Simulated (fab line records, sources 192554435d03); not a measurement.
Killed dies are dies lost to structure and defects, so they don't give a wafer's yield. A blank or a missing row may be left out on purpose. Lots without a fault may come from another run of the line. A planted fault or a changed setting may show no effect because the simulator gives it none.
fab line records | flow n5_finfet
record lots=24 wafers=72 last_day=17
route steps=1938 shown BEOL_M2@854
lots that met no fault: from a run of the same line without faults
start_h: hours from the record's first day to the start of the lot's first wafer shown | wait_h: hours since the lot's step before | " the same as in the row above | L1.1+2: a row that stands for several wafers | - no value, or no start given | * or withheld: withheld | < > ~ a bound
route shown NAME@n: a module of which the file shows steps, and the number in the route of the first | usual: mean/standard deviation of fault-free wafers | same: alike in all rows | chamber/n: place in a boat | sites: the reading at each site | _std_site: their standard deviation | _edge_site: outer sites' mean less inner sites' | radius_mm: how far each site lies from the wafer's centre | mask NAME#n: copy n | behind: the tool/chamber that last shaped the wafer | hold: why the lot was held/for how many hours/how that ended | device: the transistor (n, p or np) that didn't switch | end of line: the same wafers' tests at the end of the route | a step without rows: its recipe alone | killed: dies lost to structure and defects at the first sort, not the wafer's yield | map: a wafer's dies, x killed, . not, _ none there
set.NAME: the setting as run; set.NAME@STEP: as run at that earlier step | model.NAME: the simulator's own value behind a step, which no gauge read
steps of the route over a sample of lots; a table a step, a row a wafer
services: from which hour (start_h, from the record's first day; less than 0 if before it) a tool's chamber was out of use, for how many hours, and why
## steps
# step N5_BEOL_M2_CD_MEAS_11
# recipe target_cd_nm=16.79 landing_energy_ev=500 detector=se_inlens polarity=opening
# usual cd_nm=16.89/0.27
# columns lot.wafer tool chamber start_h wait_h cd_nm
L074.2 cd_sem-03 0 136.45 - 16.77
L074.3 " 0 " " 16.38
L074.4 " 0 " " 16.64
L075.1 cd_sem-03 0 137.21 - 16.84
L075.5 " 0 " " 17.05
L075.6 " 0 " " 16.96
L076.3 cd_sem-02 0 140.24 - 17.08
L076.4 " 0 " " 16.93
L076.6 " 0 " " 17.21
L077.3 cd_sem-02 0 155.75 - 17.29
L077.4 " 0 " " 16.26
L077.6 " 0 " " 17.65
L078.1 cd_sem-01 0 160.31 - 16.79
L078.5 " 0 " " 16.58
L078.6 " 0 " " 16.47
L079.2 cd_sem-03 0 161.44 - 16.89
L079.4 " 0 " " 16.79
L079.6 " 0 " " 16.93
L081.1 cd_sem-03 0 180.13 - 16.87
L081.2 " 0 " " 16.66
L081.5 " 0 " " 16.92
L080.4 cd_sem-02 0 181.03 - 16.89
L080.5 " 0 " " 16.92
L080.6 " 0 " " 16.89
L083.1 cd_sem-02 0 188.58 - 16.97
L083.3 " 0 " " 16.98
L083.5 " 0 " " 16.88
L082.1 cd_sem-02 0 189.86 - 17.11
L082.3 " 0 " " 16.70
L082.5 " 0 " " 17.13
L084.3 cd_sem-02 0 191.23 - 17.26
L084.4 " 0 " " 17.04
L084.5 " 0 " " 16.65
L085.1 cd_sem-03 0 198.12 - 16.57
L085.4 " 0 " " 17.30
L085.5 " 0 " " 16.91
L088.2 cd_sem-03 0 211.84 - 16.56
L088.4 " 0 " " 16.94
L088.6 " 0 " " 17.20
L086.2 cd_sem-03 0 215.38 - 17.31
L086.5 " 0 " " 17.05
L086.6 " 0 " " 17.40
L087.1 cd_sem-01 0 217.59 - 16.60
L087.4 " 0 " " 16.49
L087.5 " 0 " " 16.65
L089.2 cd_sem-02 0 223.60 - 16.78
L089.4 " 0 " " 16.27
L089.6 " 0 " " 16.75
L090.3 cd_sem-01 0 223.82 - 16.48
L090.5 " 0 " " 16.73
L090.6 " 0 " " 16.70
L092.3 cd_sem-03 0 236.13 - 16.66
L092.4 " 0 " " 16.89
L092.5 " 0 " " 17.09
L091.1 cd_sem-03 0 236.31 - 16.75
L091.2 " 0 " " 16.97
L091.6 " 0 " " 16.78
L093.2 cd_sem-03 0 247.72 - 16.82
L093.4 " 0 " " 16.83
L093.5 " 0 " " 17.11
L095.1 cd_sem-03 0 250.36 - 16.77
L095.4 " 0 " " 16.80
L095.5 " 0 " " 17.00
L094.1 cd_sem-02 0 251.74 - 16.69
L094.2 " 0 " " 16.63
L094.4 " 0 " " 16.73
L096.1 cd_sem-01 0 269.12 - 17.08
L096.2 " 0 " " 16.83
L096.3 " 0 " " 16.88
L097.1 cd_sem-01 0 274.64 - 17.34
L097.2 " 0 " " 17.43
L097.6 " 0 " " 17.12
# step N5_BEOL_M2_OVL_MEAS_29
# recipe points_per_wafer=522
# usual V1_OVL=0.6/0.62
# columns lot.wafer tool chamber start_h wait_h V1_OVL[nm]
L074.2 overlay-02 0 137.38 0.0 -0.1
L074.3 " 0 " " 1.0
L074.4 " 0 " " 0.5
L075.1 overlay-01 0 138.11 0.0 0.6
L075.5 " 0 " " 0.6
L075.6 " 0 " " -0.1
L076.3 overlay-02 0 141.17 0.0 -0.1
L076.4 " 0 " " 0.1
L076.6 " 0 " " 0.6
L077.3 overlay-02 0 156.78 0.0 0.1
L077.4 " 0 " " 0.3
L077.6 " 0 " " 0.5
L078.1 overlay-02 0 161.48 0.0 0.4
L078.5 " 0 " " 1.6
L078.6 " 0 " " 1.4
L079.2 overlay-01 0 162.35 0.0 1.4
L079.4 " 0 " " 1.1
L079.6 " 0 " " 1.5
L081.1 overlay-01 0 181.04 0.0 2.0
L081.2 " 0 " " 1.3
L081.5 " 0 " " 2.2
L080.4 overlay-02 0 182.00 0.0 0.3
L080.5 " 0 " " 0.0
L080.6 " 0 " " 1.0
L083.1 overlay-01 0 190.04 0.0 0.0
L083.3 " 0 " " -1.2
L083.5 " 0 " " -0.9
L082.1 overlay-01 0 190.96 0.0 0.8
L082.3 " 0 " " 0.9
L082.5 " 0 " " 0.6
L084.3 overlay-02 0 192.41 0.0 1.4
L084.4 " 0 " " 0.9
L084.5 " 0 " " 1.8
L085.1 overlay-02 0 199.03 0.0 0.6
L085.4 " 0 " " 0.5
L085.5 " 0 " " 0.8
L088.2 overlay-02 0 212.98 0.0 -0.2
L088.4 " 0 " " 0.3
L088.6 " 0 " " 0.4
L086.2 overlay-02 0 216.30 0.0 -0.2
L086.5 " 0 " " 1.4
L086.6 " 0 " " -0.5
L087.1 overlay-01 0 218.81 0.0 0.4
L087.4 " 0 " " 0.3
L087.5 " 0 " " 1.1
L089.2 overlay-02 0 224.72 0.0 1.1
L089.4 " 0 " " 0.9
L089.6 " 0 " " 1.4
L090.3 overlay-02 0 224.84 0.0 0.7
L090.5 " 0 " " -0.1
L090.6 " 0 " " 0.9
L092.3 overlay-02 0 237.10 0.0 -0.5
L092.4 " 0 " " 0.0
L092.5 " 0 " " 0.3
L091.1 overlay-01 0 237.34 0.0 0.4
L091.2 " 0 " " 0.0
L091.6 " 0 " " 1.0
L093.2 overlay-02 0 248.90 0.0 -0.4
L093.4 " 0 " " -0.2
L093.5 " 0 " " 0.0
L095.1 overlay-01 0 251.51 0.0 0.5
L095.4 " 0 " " -0.4
L095.5 " 0 " " 1.0
L094.1 overlay-02 0 252.66 0.0 0.5
L094.2 " 0 " " 0.8
L094.4 " 0 " " 0.7
L096.1 overlay-01 0 270.39 0.0 0.4
L096.2 " 0 " " -0.6
L096.3 " 0 " " 0.8
L097.1 overlay-01 0 275.81 0.0 1.7
L097.2 " 0 " " 1.0
L097.6 " 0 " " -0.6
# step N5_BEOL_M2_ETCH_77
# recipe chemistry=N2/H2 target=underlayer target_depth_a=65 mask_material=CAR-EUV time_s=5.2 ion_energy_ev=200 pressure_mtorr=30 source_w=840 bias_w=150 n2_flow_sccm=200 h2_flow_sccm=200 ends=cleared
# usual chamber_pressure_mTorr=30.00/0.039 drypump_motor_current_A=5.7/0.32 etch_rf_on_time_s=5.15/0.2 oes_product_au=0.67/0.07 rf_vpp_V=524.4/2.2 showerhead_plenum_p_Torr=2.56/0.074 throttle_valve_pct=17.84/0.25
# columns lot.wafer tool chamber start_h wait_h chamber_pressure_mTorr drypump_motor_current_A etch_rf_on_time_s oes_product_au rf_hours_counter_h rf_vpp_V showerhead_plenum_p_Torr throttle_valve_pct
L074.2 rie_diel-06 0 137.50 0.0 30.04 5.6 5.45 0.72 37 523.1 2.51 17.72
L074.3 " 2 " " 30.00 5.7 4.85 0.76 69 524.4 2.56 17.82
L074.4 " 1 " " 30.00 5.9 5.10 0.59 235 526.2 2.60 18.01
L075.1 rie_diel-04 3 138.24 0.0 29.98 6.2 5.20 0.71 66 521.2 2.45 17.54
L075.5 " 0 " " 30.01 6.2 5.02 0.76 - 525.8 2.61 17.63
L075.6 " 3 " " 29.98 6.1 5.19 0.70 - 521.1 2.45 17.53
L076.3 rie_diel-04 2 141.28 0.0 30.02 5.5 4.91 0.63 183 527.3 2.64 17.65
L076.4 " 1 " " 29.98 5.4 5.33 0.60 201 522.8 2.51 17.62
L076.6 " 3 " " 30.11 6.2 5.23 0.69 - 521.8 2.45 17.52
L077.3 rie_diel-01 1 156.90 0.0 29.96 5.6 5.42 0.62 188 528.7 2.65 18.36
L077.4 " 3 " " 29.99 5.6 5.28 0.72 55 525.6 2.58 17.94
L077.6 " 3 " " 29.95 5.6 5.30 0.73 - 525.7 2.58 17.94
L078.1 rie_diel-06 3 161.61 0.0 30.08 6.1 5.27 0.70 93 522.0 2.56 17.62
L078.5 " 1 " " 29.97 5.9 5.09 0.58 - 525.5 2.60 18.02
L078.6 " 2 " " 30.00 5.6 4.83 0.73 - 524.1 2.55 17.85
L079.2 rie_diel-06 1 162.58 0.0 30.05 5.9 5.06 0.59 245 525.3 2.60 18.00
L079.4 " 2 " " 30.00 5.7 4.83 0.73 - 525.3 2.55 17.87
L079.6 " 1 " " 29.94 5.9 5.07 0.59 - 524.8 2.60 18.01
L081.1 rie_diel-06 2 181.16 0.0 30.00 5.7 4.77 0.73 85 526.0 2.55 17.86
L081.2 " 1 " " 29.99 5.9 5.02 0.59 252 524.7 2.60 18.00
L081.5 " 3 " " 29.98 6.1 5.16 0.70 - 525.3 2.56 17.63
L080.4 rie_diel-06 3 182.16 0.0 30.00 6.1 5.29 0.71 99 526.7 2.56 17.63
L080.5 " 1 " " 29.95 5.9 5.10 0.58 - 524.5 2.60 18.01
L080.6 " 0 " " 30.00 5.5 5.41 0.70 - 521.7 2.51 17.71
L083.1 rie_diel-01 2 190.16 0.0 29.98 5.8 5.41 0.56 247 518.8 2.40 18.36
L083.3 " 1 " " 30.04 5.6 5.31 0.61 198 524.8 2.64 18.38
L083.5 " 2 " " 30.02 5.8 5.45 0.58 - 521.9 2.40 18.34
L082.1 rie_diel-01 1 191.25 0.0 30.00 5.6 5.30 0.62 198 525.8 2.64 18.38
L082.3 " 0 " " 29.99 5.1 4.92 0.75 38 525.2 2.63 17.93
L082.5 " 0 " " 29.98 5.1 4.99 0.75 - 525.6 2.63 17.92
L084.3 rie_diel-01 3 192.52 0.0 30.04 5.6 5.36 0.71 70 524.3 2.57 17.96
L084.4 " 1 " " 29.98 5.6 5.30 0.62 199 527.1 2.64 18.40
L084.5 " 2 " " 30.01 5.9 5.40 0.57 - 519.4 2.40 18.35
L085.1 rie_diel-06 3 199.15 0.0 30.03 6.1 5.18 0.71 108 527.7 2.56 17.63
L085.4 " 2 " " 29.97 5.7 4.81 0.72 - 524.5 2.55 17.91
L085.5 " 0 " " 30.04 5.6 5.33 0.70 - 523.4 2.51 17.72
L088.2 rie_diel-04 0 213.10 0.0 29.98 6.2 4.94 0.75 55 525.6 2.59 17.70
L088.4 " 2 " " 30.01 5.5 4.93 0.62 - 526.7 2.63 17.69
L088.6 " 0 " " 30.03 6.2 4.93 0.74 - 523.7 2.59 17.71
L086.2 rie_diel-06 2 216.42 0.0 30.06 5.7 4.85 0.71 102 526.7 2.54 17.88
L086.5 " 3 " " 30.07 6.0 5.18 0.69 - 526.5 2.55 17.67
L086.6 " 0 " " 30.04 5.6 5.53 0.66 - 523.2 2.50 17.72
L087.1 rie_diel-01 1 218.96 0.0 29.95 5.6 5.25 0.61 211 526.5 2.64 18.39
L087.4 " 3 " " 29.99 5.5 5.25 0.69 82 525.9 2.57 17.97
L087.5 " 2 " " 30.00 5.8 5.28 0.83 - 529.3 2.72 17.96
L089.2 rie_diel-04 3 224.85 0.0 29.98 6.2 5.23 0.67 95 521.3 2.44 17.59
L089.4 " 2 " " 30.04 5.5 4.98 0.61 210 526.6 2.63 17.70
L089.6 " 1 " " 29.91 5.4 5.34 0.58 - 523.8 2.50 17.64
L090.3 rie_diel-01 0 224.96 0.0 29.99 5.1 4.88 0.75 50 525.0 2.62 17.96
L090.5 " 1 " " 29.98 5.6 5.27 0.61 - 523.1 2.64 18.40
L090.6 " 2 " " 30.06 5.9 5.30 0.81 - 528.7 2.72 17.98
L092.3 rie_diel-04 3 237.21 0.0 29.98 6.1 5.18 0.66 99 521.0 2.44 17.60
L092.4 " 2 " " 30.04 5.5 4.93 0.59 214 525.3 2.63 17.70
L092.5 " 0 " " 29.92 6.2 4.94 0.73 - 526.7 2.59 17.71
L091.1 rie_diel-04 1 237.47 0.0 30.00 5.4 5.35 0.59 230 523.9 2.50 17.66
L091.2 " 2 " " 30.01 5.5 4.96 0.62 214 524.8 2.63 17.71
L091.6 " 1 " " 29.98 5.4 5.38 0.58 - 523.7 2.50 17.65
L093.2 rie_diel-06 1 249.02 0.0 30.06 5.9 4.75 0.86 5 525.3 2.59 17.60
L093.4 " 2 " " 30.06 5.7 4.77 0.70 112 526.5 2.54 17.90
L093.5 " 1 " " 30.00 6.0 4.75 0.85 - 525.3 2.59 17.59
L095.1 rie_diel-04 3 251.63 0.0 29.98 6.2 5.26 0.66 105 522.1 2.44 17.61
L095.4 " 1 " " 29.95 5.4 5.42 0.57 236 523.8 2.50 17.64
L095.5 " 2 " " 30.03 5.5 4.99 0.60 - 525.4 2.63 17.73
L094.1 rie_diel-04 1 253.09 0.0 30.00 5.4 5.37 0.57 236 522.0 2.50 17.64
L094.2 " 0 " " 30.02 6.2 4.94 0.72 68 526.3 2.59 17.72
L094.4 " 3 " " 29.99 6.1 5.15 0.65 106 520.5 2.44 17.63
L096.1 rie_diel-01 2 270.52 0.0 30.02 5.9 5.45 0.76 21 527.4 2.71 18.00
L096.2 " 3 " " 29.98 5.5 5.35 0.67 100 524.7 2.56 18.00
L096.3 " 1 " " 30.06 5.6 5.35 0.59 230 525.1 2.63 18.45
L097.1 rie_diel-04 3 275.94 0.0 30.02 6.1 5.20 0.64 114 521.9 2.43 17.61
L097.2 " 2 " " 30.06 5.5 4.97 0.59 229 524.5 2.62 17.75
L097.6 " 0 " " 29.99 6.2 4.93 0.72 - 526.2 2.58 17.72
# step N5_BEOL_M2_ETCH_69
# recipe chemistry=CF4 target=SiARC target_depth_a=156 mask_material=CAR-EUV time_s=26 ion_energy_ev=80 pressure_mtorr=40 source_w=545 bias_w=36 Ar_flow_sccm=100 cf4_flow_sccm=100 ends=cleared
# usual cf4_flow_sccm=100.0/0.33 chamber_pressure_mTorr=40.00/0.036 drypump_motor_current_A=5.7/0.32 etch_rf_on_time_s=25.8/0.97 oes_product_au=0.67/0.068 rf_vpp_V=184.2/1.1 showerhead_plenum_p_Torr=2.16/0.056 throttle_valve_pct=15.59/0.27
# columns lot.wafer tool chamber start_h wait_h cf4_flow_sccm chamber_pressure_mTorr drypump_motor_current_A etch_rf_on_time_s oes_product_au rf_hours_counter_h rf_vpp_V showerhead_plenum_p_Torr throttle_valve_pct
L074.2 rie_diel-06 0 137.51 0.0 99.9 40.00 5.6 27.1 0.72 37 184.8 2.09 15.14
L074.3 " 2 " " 99.8 39.96 5.7 24.4 0.75 69 184.0 2.18 15.78
L074.4 " 1 " " 99.7 39.99 5.9 25.4 0.60 235 182.5 2.21 15.94
L075.1 rie_diel-04 3 138.26 0.0 99.3 39.99 6.2 26.4 0.68 66 181.4 2.08 15.34
L075.5 " 0 " " 99.9 40.04 6.2 25.6 0.77 - 185.6 2.18 15.25
L075.6 " 3 " " 100.1 39.99 6.2 26.6 0.69 - 183.3 2.08 15.35
L076.3 rie_diel-04 2 141.30 0.0 100.3 39.96 5.4 24.5 0.63 183 185.3 2.22 15.45
L076.4 " 1 " " 99.5 40.00 5.4 27.0 0.59 201 184.4 2.13 15.58
L076.6 " 3 " " 99.5 40.04 6.1 26.3 0.69 - 184.5 2.08 15.34
L077.3 rie_diel-01 1 156.91 0.0 100.5 39.98 5.6 26.5 0.63 188 186.2 2.21 15.94
L077.4 " 3 " " 100.0 39.98 5.5 26.7 0.72 55 184.2 2.16 15.63
L077.6 " 3 " " 100.2 40.08 5.5 26.6 0.72 - 184.7 2.16 15.62
L078.1 rie_diel-06 3 161.63 0.0 99.7 40.00 6.0 26.0 0.71 93 183.5 2.16 15.40
L078.5 " 1 " " 100.5 39.98 5.9 25.4 0.59 - 185.4 2.21 15.94
L078.6 " 2 " " 100.2 40.04 5.6 24.6 0.73 - 184.8 2.18 15.79
L079.2 rie_diel-06 1 162.60 0.0 99.6 39.96 5.9 25.1 0.59 245 185.5 2.21 15.97
L079.4 " 2 " " 100.0 40.05 5.7 24.1 0.73 - 184.9 2.18 15.81
L079.6 " 1 " " 99.9 40.00 5.9 25.0 0.60 - 184.3 2.21 15.95
L081.1 rie_diel-06 2 181.18 0.0 99.5 40.01 5.7 24.5 0.72 85 183.3 2.18 15.82
L081.2 " 1 " " 99.8 40.04 5.9 25.6 0.58 252 183.4 2.21 15.97
L081.5 " 3 " " 100.0 40.00 6.1 25.9 0.71 - 184.4 2.16 15.42
L080.4 rie_diel-06 3 182.18 0.0 99.7 40.02 6.0 26.1 0.69 99 184.5 2.16 15.43
L080.5 " 1 " " 100.4 39.99 5.9 25.8 0.58 - 185.1 2.21 15.97
L080.6 " 0 " " 99.7 39.99 5.6 27.2 0.70 - 181.7 2.09 15.18
L083.1 rie_diel-01 2 190.18 0.0 99.8 40.00 5.8 26.9 0.57 247 183.9 2.04 16.18
L083.3 " 1 " " 100.6 39.92 5.5 26.2 0.62 198 185.6 2.21 15.94
L083.5 " 2 " " 100.0 40.04 5.8 27.2 0.57 - 182.9 2.04 16.20
L082.1 rie_diel-01 1 191.27 0.0 99.6 40.02 5.6 26.3 0.63 198 185.0 2.21 15.96
L082.3 " 0 " " 99.8 39.98 5.1 24.6 0.76 38 185.1 2.18 15.47
L082.5 " 0 " " 100.1 40.00 5.1 24.7 0.76 - 184.4 2.18 15.47
L084.3 rie_diel-01 3 192.54 0.0 99.9 39.97 5.5 26.6 0.71 70 185.3 2.15 15.65
L084.4 " 1 " " 99.9 39.96 5.6 26.4 0.62 199 185.2 2.21 15.95
L084.5 " 2 " " 99.9 40.03 5.9 27.1 0.57 - 182.6 2.04 16.17
L085.1 rie_diel-06 3 199.17 0.0 100.1 39.97 6.0 26.1 0.70 108 185.4 2.15 15.44
L085.4 " 2 " " 100.2 40.02 5.6 24.6 0.72 - 185.2 2.17 15.82
L085.5 " 0 " " 100.1 39.98 5.6 26.9 0.69 - 183.9 2.09 15.20
L088.2 rie_diel-04 0 213.11 0.0 100.2 39.96 6.2 25.0 0.74 55 184.4 2.17 15.28
L088.4 " 2 " " 99.9 39.96 5.5 24.7 0.62 - 184.7 2.21 15.48
L088.6 " 0 " " 100.2 40.01 6.2 25.1 0.73 - 185.6 2.17 15.28
L086.2 rie_diel-06 2 216.44 0.0 99.6 39.96 5.7 24.3 0.71 102 184.6 2.17 15.84
L086.5 " 3 " " 100.0 40.01 6.0 25.6 0.70 - 185.0 2.15 15.47
L086.6 " 0 " " 100.0 40.01 5.6 27.3 0.67 - 183.1 2.09 15.20
L087.1 rie_diel-01 1 218.98 0.0 99.9 40.01 5.6 26.0 0.61 211 184.8 2.20 15.97
L087.4 " 3 " " 99.8 39.99 5.5 26.4 0.70 82 184.0 2.15 15.65
L087.5 " 2 " " 99.8 40.13 5.8 26.6 0.82 - 185.7 2.30 15.72
L089.2 rie_diel-04 3 224.87 0.0 100.7 40.01 6.2 26.1 0.67 95 184.8 2.07 15.41
L089.4 " 2 " " 100.1 40.05 5.5 24.5 0.61 210 183.7 2.21 15.48
L089.6 " 1 " " 100.5 40.05 5.4 26.9 0.59 - 182.6 2.12 15.64
L090.3 rie_diel-01 0 224.98 0.0 99.9 40.05 5.1 24.9 0.74 50 184.3 2.18 15.49
L090.5 " 1 " " 100.1 40.01 5.6 26.2 0.62 - 184.6 2.20 15.97
L090.6 " 2 " " 100.4 40.06 5.8 26.7 0.81 - 186.2 2.29 15.73
L092.3 rie_diel-04 3 237.23 0.0 99.9 40.02 6.2 26.2 0.66 99 183.1 2.07 15.41
L092.4 " 2 " " 100.4 40.06 5.4 24.6 0.60 214 185.8 2.21 15.49
L092.5 " 0 " " 100.0 40.03 6.2 24.7 0.74 - 183.4 2.17 15.32
L091.1 rie_diel-04 1 237.49 0.0 100.1 39.99 5.4 26.7 0.58 230 182.7 2.12 15.64
L091.2 " 2 " " 100.3 40.05 5.4 24.6 0.61 214 184.9 2.21 15.49
L091.6 " 1 " " 99.7 39.96 5.4 27.1 0.58 - 183.7 2.12 15.63
L093.2 rie_diel-06 1 249.04 0.0 99.3 39.99 5.9 23.9 0.86 5 183.3 2.20 15.47
L093.4 " 2 " " 100.1 39.95 5.7 24.4 0.70 112 182.8 2.17 15.88
L093.5 " 1 " " 100.1 40.03 5.9 24.1 0.86 - 185.3 2.20 15.47
L095.1 rie_diel-04 3 251.65 0.0 100.3 39.96 6.2 26.7 0.65 105 183.7 2.06 15.43
L095.4 " 1 " " 99.8 40.05 5.4 26.9 0.57 236 183.9 2.12 15.65
L095.5 " 2 " " 99.9 39.97 5.5 24.7 0.60 - 183.9 2.20 15.48
L094.1 rie_diel-04 1 253.11 0.0 100.0 39.94 5.4 27.4 0.58 236 183.1 2.12 15.67
L094.2 " 0 " " 100.3 40.01 6.2 25.3 0.72 68 184.2 2.17 15.29
L094.4 " 3 " " 99.1 40.04 6.2 26.7 0.65 106 183.1 2.06 15.42
L096.1 rie_diel-01 2 270.53 0.0 100.2 40.04 5.9 26.9 0.76 21 186.6 2.29 15.75
L096.2 " 3 " " 100.0 40.01 5.5 26.8 0.67 100 184.3 2.14 15.70
L096.3 " 1 " " 100.4 40.01 5.6 26.2 0.60 230 185.2 2.20 16.02
L097.1 rie_diel-04 3 275.95 0.0 100.4 40.03 6.1 26.9 0.64 114 181.9 2.06 15.44
L097.2 " 2 " " 99.8 39.96 5.5 25.1 0.60 229 186.1 2.20 15.54
L097.6 " 0 " " 99.3 40.02 6.2 25.1 0.71 - 184.1 2.16 15.33
# step N5_BEOL_M2_ALD_98
# recipe material=SiO2 target_thk_a=25 temp_c=100 ald_precursor_family=BDEAS ald_co_reactant=O2-plasma pulse_time_s=1 co_reactant_pulse_time_s=1 purge_time_s=2 co_reactant_purge_time_s=2 ald_cycles=17 pressure_torr=2
# usual heater_power_w=79/6.8 precursor_pulse_height_rel=1.002/0.02
# columns lot.wafer tool chamber start_h wait_h heater_power_w precursor_pulse_height_rel
L074.2 ald_sin-04 0 137.71 0.2 76 1.005
L074.3 " 1 " " 91 1.015
L074.4 " 2 " " 86 0.984
L075.1 ald_sin-02 1 138.34 0.1 76 0.991
L075.5 " 1 " " 76 0.998
L075.6 " 2 " " 83 1.029
L076.3 ald_sin-02 1 141.38 0.1 75 1.025
L076.4 " 0 " " 80 1.007
L076.6 " 1 " " 75 1.006
L077.3 ald_sin-01 3 157.06 0.1 85 0.978
L077.4 " 1 " " 89 1.018
L077.6 " 2 " " 79 1.014
L078.1 ald_sin-01 0 161.71 0.1 70 0.994
L078.5 " 2 " " 80 1.005
L078.6 " 3 " " 85 1.022
L079.2 ald_sin-04 2 162.68 0.1 84 1.003
L079.4 " 1 " " 92 1.006
L079.6 " 1 " " 92 0.979
L081.1 ald_sin-04 2 181.44 0.2 84 1.026
L081.2 " 3 " " 76 1.023
L081.5 " 1 " " 93 0.994
L080.4 ald_sin-02 1 182.59 0.4 75 0.995
L080.5 " 3 " " 71 1.006
L080.6 " 2 " " 83 1.038
L083.1 ald_sin-02 1 190.33 0.1 73 0.986
L083.3 " 2 " " 83 0.972
L083.5 " 0 " " 84 1.040
L082.1 ald_sin-01 3 191.35 0.1 82 0.994
L082.3 " 1 " " 80 0.982
L082.5 " 0 " " 66 1.036
L084.3 ald_sin-02 0 192.62 0.1 82 0.966
L084.4 " 2 " " 84 0.979
L084.5 " 1 " " 75 0.988
L085.1 ald_sin-01 2 199.25 0.1 71 1.004
L085.4 " 3 " " 83 1.023
L085.5 " 2 " " 73 0.979
L088.2 ald_sin-01 2 213.20 0.1 71 0.975
L088.4 " 3 " " 81 0.981
L088.6 " 3 " " 81 0.974
L086.2 ald_sin-02 1 216.52 0.1 75 1.026
L086.5 " 0 " " 84 0.995
L086.6 " 1 " " 77 0.981
L087.1 ald_sin-01 0 219.06 0.1 66 1.008
L087.4 " 2 " " 72 0.971
L087.5 " 2 " " 72 1.008
L089.2 ald_sin-01 3 224.95 0.1 79 1.011
L089.4 " 0 " " 66 1.017
L089.6 " 1 " " 82 1.002
L090.3 ald_sin-04 1 225.06 0.1 94 0.975
L090.5 " 2 " " 81 0.969
L090.6 " 1 " " 93 1.017
L092.3 ald_sin-02 2 237.31 0.1 83 1.000
L092.4 " 3 " " 73 1.029
L092.5 " 2 " " 84 1.020
L091.1 ald_sin-04 0 237.57 0.1 79 1.037
L091.2 " 1 " " 92 0.996
L091.6 " 1 " " 94 0.985
L093.2 ald_sin-01 1 249.12 0.1 79 1.024
L093.4 " 3 " " 82 1.009
L093.5 " 3 " " 81 1.020
L095.1 ald_sin-02 3 251.73 0.1 75 1.006
L095.4 " 0 " " 83 0.996
L095.5 " 0 " " 85 1.026
L094.1 ald_sin-04 0 253.36 0.2 75 1.016
L094.2 " 2 " " 83 0.986
L094.4 " 3 " " 75 0.975
L096.1 ald_sin-04 1 270.62 0.1 91 0.987
L096.2 " 0 " " 77 1.021
L096.3 " 2 " " 84 0.998
L097.1 ald_sin-04 0 276.04 0.1 77 0.959
L097.2 " 3 " " 77 1.000
L097.6 " 2 " " 83 1.017
# step N5_BEOL_M2_SPUTTER_79
# recipe material=Cu target_thk_a=45 temp_c=-20 chamber_pressure_pa=0.07 power_w=withheld time_s=8.29
# usual throttle_valve_pct=29.9/1.1
# columns lot.wafer tool chamber start_h wait_h throttle_valve_pct
L074.2 pvd_sputter-01 - 140.89 0.1 31.2
L074.3 " - " " 30.6
L074.4 " - " " 29.2
L075.1 pvd_sputter-02 - 141.05 0.1 27.7
L075.5 " - " " 29.3
L075.6 " - " " 27.5
L076.3 pvd_sputter-01 - 145.08 0.1 29.2
L076.4 " - " " 29.2
L076.6 " - " " 31.0
L077.3 pvd_sputter-03 - 161.38 0.1 30.1
L077.4 " - " " 29.7
L077.6 " - " " 28.5
L079.2 pvd_sputter-02 - 167.91 0.1 32.4
L079.4 " - " " 27.9
L079.6 " - " " 27.9
L078.1 pvd_sputter-01 - 168.07 0.1 29.4
L078.5 " - " " 31.1
L078.6 " - " " 30.4
L080.4 pvd_sputter-03 - 188.37 0.1 29.9
L080.5 " - " " 30.0
L080.6 " - " " 29.9
L081.1 pvd_sputter-01 - 188.42 0.1 31.0
L081.2 " - " " 29.3
L081.5 " - " " 29.1
L083.1 pvd_sputter-02 - 192.40 0.1 32.0
L083.3 " - " " 29.0
L083.5 " - " " 32.1
L082.1 pvd_sputter-03 - 195.91 0.1 29.9
L082.3 " - " " 30.0
L082.5 " - " " 28.4
L084.3 pvd_sputter-01 - 197.52 0.1 30.6
L084.4 " - " " 29.6
L084.5 " - " " 30.5
L085.1 pvd_sputter-01 - 200.81 0.1 31.1
L085.4 " - " " 30.5
L085.5 " - " " 31.1
L088.2 pvd_sputter-01 - 216.11 0.1 30.9
L088.4 " - " " 29.4
L088.6 " - " " 30.5
L086.2 pvd_sputter-03 - 221.47 0.1 30.2
L086.5 " - " " 30.1
L086.6 " - " " 30.1
L087.1 pvd_sputter-01 - 225.42 0.1 30.6
L087.4 " - " " 29.3
L087.5 " - " " 30.9
L089.2 pvd_sputter-01 - 234.58 0.1 29.5
L089.4 " - " " 31.0
L089.6 " - " " 30.7
L090.3 pvd_sputter-01 - 237.02 0.1 29.4
L090.5 " - " " 30.9
L090.6 " - " " 31.0
L092.3 pvd_sputter-02 - 242.73 0.1 27.7
L092.4 " - " " 28.8
L092.5 " - " " 30.6
L091.1 pvd_sputter-01 - 242.78 0.1 30.4
L091.2 " - " " 29.3
L091.6 " - " " 31.2
L093.2 pvd_sputter-02 - 254.39 0.1 32.1
L093.4 " - " " 30.3
L093.5 " - " " 27.9
L095.1 pvd_sputter-02 - 256.31 0.1 30.4
L095.4 " - " " 32.3
L095.5 " - " " 30.5
L094.1 pvd_sputter-03 - 260.20 0.1 28.4
L094.2 " - " " 30.2
L094.4 " - " " 30.2
L096.1 pvd_sputter-01 - 276.34 0.1 29.0
L096.2 " - " " 31.1
L096.3 " - " " 29.5
L097.1 pvd_sputter-01 - 284.35 0.1 29.2
L097.2 " - " " 29.1
L097.6 " - " " 29.1
## services
# columns tool chamber start_h hours kind
ald_sin-01 1 144.50 5.2 repair
pvd_sputter-01 - 150.27 1.8 repair
ald_sin-02 0 151.84 12.4 repair
rie_diel-06 0 155.65 13.1 repair
rie_diel-01 1 173.91 5.0 repair
ald_sin-01 - 177.18 14.0 pm
rie_diel-06 1 187.11 16.2 repair
rie_diel-01 2 201.16 - clean
rie_diel-01 2 201.16 - consumable_replace:focus_ring
rie_diel-04 1 204.77 9.1 repair
ald_sin-01 - 219.33 0.9 repair
ald_sin-01 2 224.79 3.5 repair
ald_sin-04 1 226.54 1.7 repair
ald_sin-04 3 231.17 16.1 repair
ald_sin-02 0 232.17 4.1 repair
ald_sin-01 - 235.40 0.5 repair
ald_sin-02 3 238.06 6.4 repair
ald_sin-04 2 240.62 5.4 repair
rie_diel-06 3 242.09 1.5 repair
rie_diel-06 0 242.48 1.3 repair
ald_sin-02 - 263.74 4.6 repair
ald_sin-02 - 268.35 14.0 pm
rie_diel-04 0 276.72 15.8 repair
ald_sin-01 3 281.60 13.6 repair
## key
fault none
